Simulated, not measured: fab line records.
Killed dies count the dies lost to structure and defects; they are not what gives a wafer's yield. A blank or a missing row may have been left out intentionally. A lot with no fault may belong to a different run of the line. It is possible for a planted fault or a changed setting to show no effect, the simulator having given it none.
fab line records	flow n5-finfet
record: lots: 5	wafers: 13	last-day: 18
route steps=1938 shown BEOL_M15@1797 PASSIVATION@1936
lots that met no fault: taken from a fault-free run of the same line
start-h: hours from the record's opening day to when the first of the lot's shown wafers began	wait-h: time in hours since the lot's previous step	" same as the row above	L1.1+2: a row that stands for several wafers	- no value, or no start given	* or withheld: withheld	< > ~ a bound
route shown NAME@n: a module of which the file shows steps, and the number in the route of the first	usual: average and standard deviation across the fault-free wafers	same: alike in all rows	chamber/n: place in a boat	sites: the reading at each site	_std_site: the values' standard deviation	_edge_site: outer sites' mean less inner sites'	radius-mm: how far each site lies from the wafer's centre	mask NAME#n: copy n	behind: the last tool/chamber to shape the wafer	hold: why the lot was held/for how many hours/how that ended	device: which transistor (n, p or np) failed to switch	end of line: tests of these same wafers at the route's end	a step without rows: its recipe alone	killed: not the wafer's yield, but the dies lost to structure and defects at the first sort	map: shows each die of a wafer: x if killed, . if not, _ if none is there
set.NAME: the setting the step ran with; set.NAME@STEP: the setting that earlier step ran with	model.NAME: the simulator's own value behind a step, which no gauge read
lots at selected steps of the route; one table per step, one row per wafer
services: when a tool's chamber went out of use (start-h, in hours from the record's first day, below 0 if earlier), for how many hours, and the reason
== steps ==
step: N5_BEOL_M15_COAT_22
recipe: spin-rpm: 1704	resist-thk-nm: 800
step: N5_BEOL_M15_EBR_24
recipe: solvent: PGMEA	ebr-width-mm: 1.5
step: N5_BEOL_M15_SOFTBAKE_23
recipe: temp-c: 130	time-s: 60
step: N5_BEOL_M15_EXPOSE_25
recipe: mask-id: M15	na: 0.8	source-shape: annular	sigma-inner: 0.5	sigma-outer: 0.8	polarization: unpolarized	target-cd-nm: 400	dose-mj: 35.5
step: N5_BEOL_M15_PEB_26
recipe: peb-temp-c: 130	peb-time-s: 90
step: N5_BEOL_M15_DEVELOP_27
recipe: develop-time-s: 45	rinse-liquid: diw	dry: air-spin	dev-temp-c: 21
step: N5_BEOL_M15_HARDBAKE_32
recipe: temp-c: 130	time-s: 120
step: N5_BEOL_M15_CD_MEAS_28
recipe: target-cd-nm: 407.6	landing-energy-ev: 500	detector: se-inlens
usual: cd-nm: 408.0/1.5
lot.wafer	tool	chamber	start-h	wait-h	cd-nm
L666.2	cd-sem-01	0	249.92	-	410.4
L666.5	"	0	"	"	408.3
L678.4	cd-sem-01	0	327.63	-	406.3
L678.5	"	0	"	"	406.8
L682.3	cd-sem-01	0	370.23	-	404.0
L682.4	"	0	"	"	407.4
L682.6	"	0	"	"	406.5
L684.3	cd-sem-01	0	383.32	-	407.7
L684.4	"	0	"	"	410.6
L684.5	"	0	"	"	409.0
L685.1	cd-sem-03	0	401.02	-	409.3
L685.2	"	0	"	"	407.0
L685.4	"	0	"	"	409.1
step: N5_BEOL_M15_OVL_MEAS_29
recipe: points-per-wafer: 44
usual: M15_OVL: 0/6
lot.wafer	tool	chamber	start-h	wait-h	M15_OVL[nm]
L666.2	overlay-02	0	249.95	0.0	11
L666.5	"	0	"	"	11
L678.4	overlay-01	0	327.66	0.0	-3
L678.5	"	0	"	"	3
L682.3	overlay-02	0	370.26	0.0	-10
L682.4	"	0	"	"	-15
L682.6	"	0	"	"	-17
L684.3	overlay-02	0	383.35	0.0	1
L684.4	"	0	"	"	1
L684.5	"	0	"	"	-6
L685.1	overlay-01	0	401.06	0.0	5
L685.2	"	0	"	"	0
L685.4	"	0	"	"	3
step: N5_BEOL_M15_INSPECT_30
recipe: mode: adi	inspect-instrument: macro
usual: raw-defect-count: 2.1/1.3
lot.wafer	tool	chamber	start-h	wait-h	raw-defect-count
L666.2	defect-inspect-01	-	249.97	0.0	4
L666.5	"	-	"	"	4
L678.4	defect-inspect-01	-	327.68	0.0	1
L678.5	"	-	"	"	3
L682.3	defect-inspect-02	-	370.29	0.0	3
L682.4	"	-	"	"	2
L682.6	"	-	"	"	2
L684.3	defect-inspect-02	-	383.37	0.0	3
L684.4	"	-	"	"	2
L684.5	"	-	"	"	1
L685.1	defect-inspect-02	-	401.08	0.0	1
L685.2	"	-	"	"	0
L685.4	"	-	"	"	0
step: N5_BEOL_M15_DESCUM_33
recipe: chemistry: O2	time-s: 7.9	source-power-w: 50	bias-power-w: 20	pressure-mtorr: 20	rf-frequency-hz: 2.712e+07	temp-c: 40	o2-flow-sccm: 225
usual: chamber-pressure-mTorr: 20.000/0.017	drypump-motor-current-A: 5.5/0.49	oes-product-au: 0.79/0.078	rf-vpp-V: 243.2/1.1	showerhead-plenum-p-Torr: 2.10/0.054	throttle-valve-pct: 20.47/0.26
lot.wafer	tool	chamber	start-h	wait-h	chamber-pressure-mTorr	drypump-motor-current-A	oes-product-au	rf-hours-counter-h	rf-vpp-V	showerhead-plenum-p-Torr	throttle-valve-pct
L666.2	rie-diel-04	0	250.15	0.2	19.992	5.1	0.78	114	243.6	2.09	20.37
L666.5	"	3	"	"	19.990	5.3	0.81	-	244.3	2.14	20.54
L678.4	rie-diel-06	2	327.71	0.0	19.993	5.8	0.71	205	242.9	2.09	20.89
L678.5	"	1	"	"	20.007	5.5	0.72	-	244.8	2.16	20.72
L682.3	rie-diel-02	2	370.32	0.0	19.997	6.4	0.85	61	243.4	2.13	20.49
L682.4	"	1	"	"	20.005	5.7	0.74	194	243.7	2.07	20.42
L682.6	"	0	"	"	19.997	5.3	1.00	-	241.7	2.06	20.32
L684.3	rie-diel-04	3	383.40	0.0	19.975	5.3	0.78	108	243.3	2.13	20.59
L684.4	"	1	"	"	19.983	6.1	0.70	225	243.3	2.17	20.53
L684.5	"	2	"	"	19.992	5.0	0.80	-	241.6	2.01	20.62
L685.1	rie-diel-06	1	401.11	0.0	19.999	5.5	0.70	233	244.9	2.16	20.74
L685.2	"	0	"	"	20.023	4.9	0.87	35	242.4	2.04	19.87
L685.4	"	2	"	"	20.006	5.8	0.70	223	243.5	2.08	20.92
step: N5_BEOL_M15_ETCH_61
recipe: chemistry: N2/H2	target: BARC	target-depth-a: 890	overetch-a: 267	time-s: 67.9	ion-energy-ev: 200	pressure-mtorr: 30	source-w: 840	bias-w: 150	n2-flow-sccm: 200	h2-flow-sccm: 200
step: N5_BEOL_M15_TRENCH_ETCH_34
recipe: chemistry: C4F8/O2/Ar	target: SiO2	target-depth-a: 8729.3	he-inner-torr: 15	he-outer-torr: 30	time-s: 199	ion-energy-ev: 800	pressure-mtorr: 20	source-w: 1905	bias-w: 2040	Ar_flow_sccm: 400	C4F8_flow_sccm: 16	O2_flow_sccm: 12
usual: chamber-pressure-mTorr: 20.003/0.018	drypump-motor-current-A: 5.5/0.49	oes-product-au: 0.79/0.074	rf-vpp-V: 2220/32	showerhead-plenum-p-Torr: 3.44/0.078	throttle-valve-pct: 30.95/0.2
lot.wafer	tool	chamber	start-h	wait-h	chamber-pressure-mTorr	drypump-motor-current-A	oes-product-au	rf-hours-counter-h	rf-vpp-V	showerhead-plenum-p-Torr	throttle-valve-pct	model.etch.depth-nm	model.coat_of_BEOL_M15_COAT_22.thk-nm
L666.2	rie-diel-04	0	250.24	0.0	20.010	5.1	0.77	114	2203	3.45	30.91	876.5	541.6
L666.5	"	3	"	"	19.992	5.4	0.81	-	2185	3.50	30.98	868.2	539.6
L678.4	rie-diel-06	2	327.80	0.0	20.028	5.8	0.72	205	2238	3.40	31.19	870.8	540.2
L678.5	"	1	"	"	20.012	5.5	0.67	-	2210	3.54	31.09	779.7	558.6
L682.3	rie-diel-02	2	370.40	0.0	20.047	6.4	0.85	61	2237	3.52	31.15	876.2	540.2
L682.4	"	1	"	"	19.983	5.8	0.74	194	2200	3.39	30.73	869	542.6
L682.6	"	0	"	"	19.978	5.3	0.97	-	2203	3.37	30.72	868.2	543.6
L684.3	rie-diel-04	3	383.49	0.0	20.017	5.3	0.77	108	2182	3.48	31.03	873.5	540.6
L684.4	"	1	"	"	19.982	6.1	0.71	225	2225	3.54	30.88	866.7	542.8
L684.5	"	2	"	"	20.008	5.0	0.80	-	2293	3.32	31.15	880.7	540.4
L685.1	rie-diel-06	1	401.20	0.0	20.010	5.5	0.71	233	2208	3.53	31.20	872.5	540.2
L685.2	"	0	"	"	19.971	4.9	0.87	35	2190	3.39	30.49	876.8	540.4
L685.4	"	2	"	"	19.969	5.8	0.70	223	2238	3.39	31.17	844.8	545.8
step: N5_BEOL_M15_STRIP_36
recipe: chemistry: O2	power-w: 600	temp-c: 60	pressure-mtorr: 30	rf-frequency-hz: 6e+07	bias-power-w: 0	overash-fraction: 0.3	o2-flow-sccm: 225
usual: chamber-pressure-mTorr: 30.00/0.051	drypump-motor-current-A: 5.5/0.51	oes-product-au: 0.78/0.077	rf-vpp-V: 3.5/0.99	showerhead-plenum-p-Torr: 2.11/0.053	throttle-valve-pct: 16.70/0.26
lot.wafer	tool	chamber	start-h	wait-h	chamber-pressure-mTorr	drypump-motor-current-A	oes-product-au	rf-hours-counter-h	rf-vpp-V	showerhead-plenum-p-Torr	throttle-valve-pct
L666.2	rie-diel-02	2	250.54	0.1	30.01	6.3	0.91	29	3.5	2.15	16.62
L666.5	"	0	"	"	30.13	5.3	0.71	-	3.7	2.07	16.95
L678.4	rie-diel-06	1	329.81	1.8	29.97	5.5	0.71	216	2.6	2.17	16.97
L678.5	"	0	"	"	29.96	4.9	0.88	-	3.3	2.05	16.09
L682.3	rie-diel-06	2	379.14	8.6	30.02	5.8	0.70	218	3.2	2.09	17.12
L682.4	"	3	"	"	30.02	6.2	0.83	60	2.8	2.03	16.48
L682.6	"	2	"	"	30.09	5.8	0.70	-	4.2	2.09	17.13
L684.3	rie-diel-06	3	384.86	1.2	30.05	6.3	0.84	62	3.2	2.03	16.52
L684.4	"	2	"	"	29.99	5.8	0.69	219	3.1	2.09	17.14
L684.5	"	0	"	"	29.99	4.9	0.88	-	3.2	2.05	16.10
L685.1	rie-diel-02	2	405.83	4.4	29.97	6.3	0.86	69	2.3	2.13	16.70
L685.2	"	0	"	"	30.00	5.3	0.96	10	6.2	2.06	16.53
L685.4	"	3	"	"	29.98	4.9	0.70	230	3.3	2.16	16.71
step: N5_BEOL_M15_STRIP_62
recipe: chemistry: O2	power-w: 600	temp-c: 60	pressure-mtorr: 30	rf-frequency-hz: 6e+07	bias-power-w: 0	overash-fraction: 0.3	o2-flow-sccm: 225
step: N5_BEOL_M15_STRIP_37
recipe: chemistry: O2	power-w: 600	temp-c: 60	pressure-mtorr: 30	rf-frequency-hz: 6e+07	bias-power-w: 0	overash-fraction: 0.3	o2-flow-sccm: 225
step: N5_BEOL_M15_ETCH_38
recipe: chemistry: CF4/N2	target: SiCN	target-depth-a: 1064	taper-deg: 2	time-s: 120.5	ion-energy-ev: 150	mask-material: SiO2	pressure-mtorr: 40	source-w: 430	bias-w: 70	Ar_flow_sccm: 100	cf4-flow-sccm: 60	n2-flow-sccm: 60
usual: chamber-pressure-mTorr: 40.00/0.035	drypump-motor-current-A: 5.5/0.51	n2-flow-sccm: 59.98/0.18	oes-product-au: 0.78/0.074	rf-vpp-V: 382.4/1.3	showerhead-plenum-p-Torr: 2.21/0.051	throttle-valve-pct: 15.47/0.23
lot.wafer	tool	chamber	start-h	wait-h	chamber-pressure-mTorr	drypump-motor-current-A	n2-flow-sccm	oes-product-au	rf-hours-counter-h	rf-vpp-V	showerhead-plenum-p-Torr	throttle-valve-pct
L666.2	rie-diel-02	2	-	-	39.96	6.3	59.79	0.90	29	382.2	2.26	15.38
L666.5	"	0	"	"	39.94	5.3	60.13	0.67	-	380.2	2.17	15.69
L678.4	rie-diel-06	1	-	-	39.97	5.5	60.07	0.73	216	383.5	2.28	15.78
L678.5	"	0	"	"	40.02	4.9	60.19	0.88	-	381.0	2.18	14.92
L682.3	rie-diel-06	2	-	-	39.95	5.8	59.94	0.70	218	382.5	2.18	15.78
L682.4	"	3	"	"	39.98	6.3	59.93	0.84	60	381.3	2.15	15.28
L682.6	"	2	"	"	40.04	5.8	59.94	0.71	-	381.8	2.18	15.78
L684.3	rie-diel-06	3	-	-	39.96	6.3	59.79	0.84	62	380.8	2.15	15.29
L684.4	"	2	"	"	40.00	5.8	60.10	0.71	219	381.7	2.18	15.80
L684.5	"	0	"	"	40.01	4.9	60.20	0.87	-	381.0	2.17	14.94
L685.1	rie-diel-02	2	-	-	40.01	6.4	59.80	0.84	69	384.0	2.25	15.43
L685.2	"	0	"	"	40.01	5.3	60.21	0.92	10	380.7	2.16	15.24
L685.4	"	3	"	"	39.98	5.0	59.95	0.70	230	383.5	2.27	15.42
step: N5_BEOL_M15_PRECLEAN_39
recipe: chemistry: residue-remover	time-s: 60	temp-c: 40
step: N5_BEOL_M15_SRD_40
recipe: time-s: 30	temp-c: 23	rinse-liquid: diw	dry: n2-spin	spin-rpm: 1500	dry-time-s: 30
step: N5_BEOL_M15_DEGAS_41
recipe: ambient: vacuum	temp-c: 300	time-s: 60
step: N5_BEOL_M15_PRE_CLEAN_42
recipe: gas: H2/He	time-s: 30	temp-c: 300
usual: heater-power-w: 471/40
lot.wafer	tool	chamber	start-h	wait-h	heater-power-w
L666.2	pvd-sputter-01	-	250.92	0.0	440
L666.5	"	-	"	"	434
L678.4	pvd-sputter-03	-	330.58	0.0	485
L678.5	"	-	"	"	525
L682.3	pvd-sputter-03	-	379.75	0.0	533
L682.4	"	-	"	"	553
L682.6	"	-	"	"	491
L684.3	pvd-sputter-01	-	385.59	0.0	461
L684.4	"	-	"	"	448
L684.5	"	-	"	"	457
L685.1	pvd-sputter-03	-	406.32	0.0	420
L685.2	"	-	"	"	479
L685.4	"	-	"	"	531
step: N5_BEOL_M15_SPUTTER_43
recipe: material: TaN	target-thk-a: 150	temp-c: 50	bias-v: 168.6	power-w: 15000	chamber-pressure-pa: 0.12	time-s: 24.19
step: N5_BEOL_M15_SPUTTER_44
recipe: material: Ta	target-thk-a: 150	temp-c: 50	bias-v: 80	power-w: 15000	chamber-pressure-pa: 0.07	time-s: 24.19
step: N5_BEOL_M15_SPUTTER_45
recipe: material: Cu	target-thk-a: 1000	temp-c: -20	bias-v: 60	power-w: 26000	chamber-pressure-pa: 0.13	time-s: 16.67
step: N5_BEOL_M15_ECD_47
recipe: material: Cu	target-thk-a: 18600
step: N5_BEOL_M15_ANNEAL_48
recipe: temp-c: 225	time-s: 90	ambient: N2
step: N5_BEOL_M15_CMP_49
recipe: stop-on: SiO2	t-overpolish-s: 4.9	down-force-psi: 2	platen-rpm: 80	clearing-platen-down-force-psi: 2	clearing-platen-rpm: 80	post-cmp-clean: cu-alkaline	target-thk-nm: 850	clearing-platen-pad-velocity-m-s: 1.5917	pad-velocity-m-s: 1.5917
usual: barrier-field-endpoint-s: 11.43/0.26	motor-current-A: 7.7/1.1	overpolish-run-s: 4.901/0.0094
same: t-overpolish-s: 4.9
lot.wafer	tool	chamber	start-h	wait-h	barrier-field-endpoint-s	motor-current-A	overpolish-run-s	model.Cu_of_BEOL_M15_ECD_47.thk-nm
L666.2	cmp-01	0	251.85	0.3	11.60	8.5	4.890	855.2
L666.5	"	2	"	"	12.00	8.8	4.895	845.4
L678.4	cmp-04	0	331.53	0.2	11.31	6.1	4.905	849
L678.5	"	1	"	"	11.37	7.9	4.906	757.6
L682.4	cmp-01	1	380.88	0.2	11.12	8.1	4.909	845.6
L682.3	"	0	"	"	11.55	8.7	4.899	852.8
L682.6	"	2	"	"	11.42	8.6	4.899	845.8
L684.3	cmp-03	0	386.72	0.3	11.80	7.2	4.919	850.6
L684.4	"	1	"	"	11.43	6.4	4.906	844
L684.5	"	1	"	"	11.63	6.4	4.896	858.2
L685.4	cmp-01	3	407.18	0.1	11.55	8.7	4.901	820.6
L685.1	"	0	"	"	11.58	8.3	4.886	849
L685.2	"	2	"	"	11.82	8.6	4.898	854
step: N5_BEOL_M15_THK_MEAS_50
recipe: thk-meas-gauge: xrf	reads: Cu_of_BEOL_M15_ECD_47
usual: M15_THK: 841/16
lot.wafer	tool	chamber	start-h	wait-h	M15_THK[nm]
L666.2	film-metro-01	-	252.07	-	840
L666.5	"	-	"	"	827
L678.4	film-metro-02	-	331.71	-	844
L678.5	"	-	"	"	751
L682.3	film-metro-01	-	381.17	-	841
L682.4	"	-	"	"	831
L682.6	"	-	"	"	832
L684.3	film-metro-01	-	387.01	-	832
L684.4	"	-	"	"	824
L684.5	"	-	"	"	837
L685.1	film-metro-01	-	407.47	-	827
L685.2	"	-	"	"	832
L685.4	"	-	"	"	801
step: N5_BEOL_M15_PRE_CLEAN_52
recipe: gas: NH3	time-s: 15	temp-c: withheld	rf-power-w: 300
step: N5_BEOL_M15_DEP_53
recipe: material: SiCN	target-thk-a: 500	temp-c: withheld	precursor: 3MS/NH3	pressure-torr: 3	rf-w: 675	time-s: 17.8
usual: showerhead-plenum-p-Torr: 4.166/0.027	throttle-valve-pct: 18.3/1.4
lot.wafer	tool	chamber	start-h	wait-h	showerhead-plenum-p-Torr	throttle-valve-pct
L666.2	pecvd-03	2	252.13	0.0	4.150	15.9
L666.5	"	2	"	"	4.164	15.8
L678.4	pecvd-04	1	331.79	0.0	4.141	19.0
L678.5	"	0	"	"	4.142	20.5
L682.3	pecvd-03	0	381.23	0.0	4.214	19.6
L682.4	"	0	"	"	4.215	19.6
L682.6	"	2	"	"	4.157	16.0
L684.3	pecvd-04	2	387.10	0.0	4.174	18.2
L684.4	"	0	"	"	4.135	20.3
L684.5	"	0	"	"	4.148	20.0
L685.1	pecvd-04	0	407.55	0.0	4.141	20.4
L685.2	"	2	"	"	4.177	18.3
L685.4	"	0	"	"	4.140	20.4
step: N5_BEOL_M15_RS_MEAS_54
recipe: thk-meas-gauge: four-point-probe	reads: Cu_of_BEOL_M15_ECD_47+Ta_of_BEOL_M15_SPUTTER_44+TaN_of_BEOL_M15_SPUTTER_43
usual: M15_RS: 0.0216/0.00039
lot.wafer	tool	chamber	start-h	wait-h	M15_RS[ohm/sq]
L666.2	film-metro-01	-	252.20	0.1	0.0215
L666.5	"	-	"	"	0.0218
L678.4	film-metro-01	-	331.84	0.0	0.0216
L678.5	"	-	"	"	0.0243
L682.3	film-metro-01	-	381.30	0.1	0.0215
L682.4	"	-	"	"	0.0217
L682.6	"	-	"	"	0.0216
L684.3	film-metro-02	-	387.17	0.1	0.0216
L684.4	"	-	"	"	0.0217
L684.5	"	-	"	"	0.0213
L685.1	film-metro-01	-	407.63	0.1	0.0216
L685.2	"	-	"	"	0.0215
L685.4	"	-	"	"	0.0224
step: N5_BEOL_M15_INSPECT_55
recipe: inspect-instrument: darkfield	mode: post-dep
usual: raw-defect-count: 70/23
lot.wafer	tool	chamber	start-h	wait-h	raw-defect-count
L666.2	defect-inspect-02	-	252.22	0.0	73
L666.5	"	-	"	"	97
L678.4	defect-inspect-02	-	331.87	0.0	64
L678.5	"	-	"	"	98
L682.3	defect-inspect-02	-	381.33	0.0	46
L682.4	"	-	"	"	70
L682.6	"	-	"	"	51
L684.3	defect-inspect-02	-	387.20	0.0	54
L684.4	"	-	"	"	64
L684.5	"	-	"	"	53
L685.1	defect-inspect-02	-	407.66	0.0	56
L685.2	"	-	"	"	82
L685.4	"	-	"	"	83
step: N5_PASSIVATION_PROBE_49
usual: defect-limited-yield: 91.3/1.7	killed_at_M0_to_M3: 33/9.9	killed_at_M4_up: 14/6.4	killed-at-contacts: 12/7	killed-at-front-end: 41/13	killed-at-other: 3.1/2.9	killed-dies: 103/20	killed-open: 67/14	killed-short: 34/9.4	sort_bin_4_leakage: 0.03/0.24	sort_bin_5_function: 5.1/1.1	sort_bin_6_memory: 3.2/0.79	sort_bin_8_speed: 0.02/0.15	sort-n-pass: 1077/21	sort-yield-pct: 91.2/1.7
same: gross-dies: 1180	killed-at-back-side: 0
lot.wafer	tool	chamber	start-h	wait-h	defect-limited-yield[%]	killed_at_M0_to_M3	killed_at_M4_up	killed-at-contacts	killed-at-front-end	killed-at-other	killed-dies	killed-open	killed-short	sort_bin_4_leakage[%]	sort_bin_5_function[%]	sort_bin_6_memory[%]	sort_bin_8_speed[%]	sort-n-pass	sort-yield-pct[%]
L685.1	prober-02	-	421.08	0.0	91.4	22	16	9	49	6	102	75	27	0	5.4	2.8	0	1078	91.4
L685.2	prober-02	-	421.13	0.1	93.6	26	14	5	30	0	75	50	22	0	4.2	2.0	0	1105	93.6
L685.4	prober-02	-	421.23	0.2	92.0	42	11	10	28	3	94	67	26	0	4.1	3.5	0	1086	92.0
killed by level:class
L685.1 FIN_SAQP:geometric-particle:open=17 STI_FIN_REVEAL:geometric-particle:open=7 DUMMY_GATE:geometric-particle:open=6 MOL_CONTACT_COAG:geometric-particle:open=6 GATE_CUT:geometric-particle:short=5 BEOL_M2:geometric-particle:open=5 BEOL_M0_SAQP:geometric-particle:short=4 BEOL_M0_SAQP:geometric-particle:open=4
L685.2 GATE_CUT:geometric-particle:short=8 BEOL_M3:geometric-particle:open=8 MOL_CONTACT_COAG:geometric-particle:open=5 BEOL_M4:geometric-particle:open=5 BEOL_M0:geometric-particle:open=4 FIN_SAQP:geometric-particle:short=3 DUMMY_GATE:geometric-particle:open=3 BEOL_M0_SAQP:geometric-particle:open=3
L685.4 BEOL_M2:geometric-particle:open=11 BEOL_M1:geometric-particle:open=9 MOL_CONTACT_COAG:geometric-particle:open=7 BEOL_M3:geometric-particle:open=7 FIN_SAQP:geometric-particle:open=5 BEOL_M4:geometric-particle:open=5 FIN_SAQP:geometric-particle:short=4 STI_FIN_REVEAL:geometric-particle:open=4
== services ==
tool	chamber	start-h	hours	kind
pecvd-04	0	231.97	6.2	repair
rie-diel-06	3	235.37	2.3	repair
cmp-04	-	241.42	2.1	repair
cmp-03	-	241.95	4.0	pm
cmp-04	-	249.30	1.0	repair
cmp-04	-	259.07	1.8	repair
cmp-01	-	281.83	4.0	pm
cmp-04	-	282.79	4.9	pm
rie-diel-06	1	295.74	3.9	repair
rie-diel-06	1	303.97	8.4	repair
cmp-03	-	305.92	0.2	repair
cmp-01	-	337.59	2.7	repair
rie-diel-06	0	337.93	3.2	repair
rie-diel-04	3	342.35	3.4	repair
rie-diel-02	3	347.28	2.8	repair
cmp-03	-	349.19	5.2	pm
pvd-sputter-03	-	355.87	6.6	repair
rie-diel-04	0	359.94	1.7	repair
cmp-01	-	365.38	5.4	repair
cmp-01	-	372.09	3.6	repair
cmp-03	-	375.72	6.1	pm
cmp-03	-	389.39	9.9	pm
rie-diel-04	3	395.94	23.0	repair
rie-diel-04	-	403.75	0.9	repair
== key ==
first-sign: step: N5_BEOL_M15_THK_MEAS_50	reading: M15_THK	direction: down	sigmas: 5.7	usual: 841	struck: 751
effect: step: N5_BEOL_M15_RS_MEAS_54	reading: M15_RS	direction: up	sigmas: 7.1	usual: 0.0216	struck: 0.0243
model-effect: step: N5_BEOL_M15_TRENCH_ETCH_34	value: etch.depth-nm	without: 894.9	struck: 779.7
model-effect: step: N5_BEOL_M15_CMP_49	value: Cu_of_BEOL_M15_ECD_47.thk-nm	without: 872.8	struck: 757.6
met-at N5_BEOL_M15_TRENCH_ETCH_34
struck-wafers L678.5
fault: kind: process-parameter-drift	tool: rie-diel-06	chamber: -	onset-h: 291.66	steps: N5_BEOL_M15_TRENCH_ETCH_34	channel: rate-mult	offset: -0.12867	shape: step	end-h: 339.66	scope: struck-wafers-only
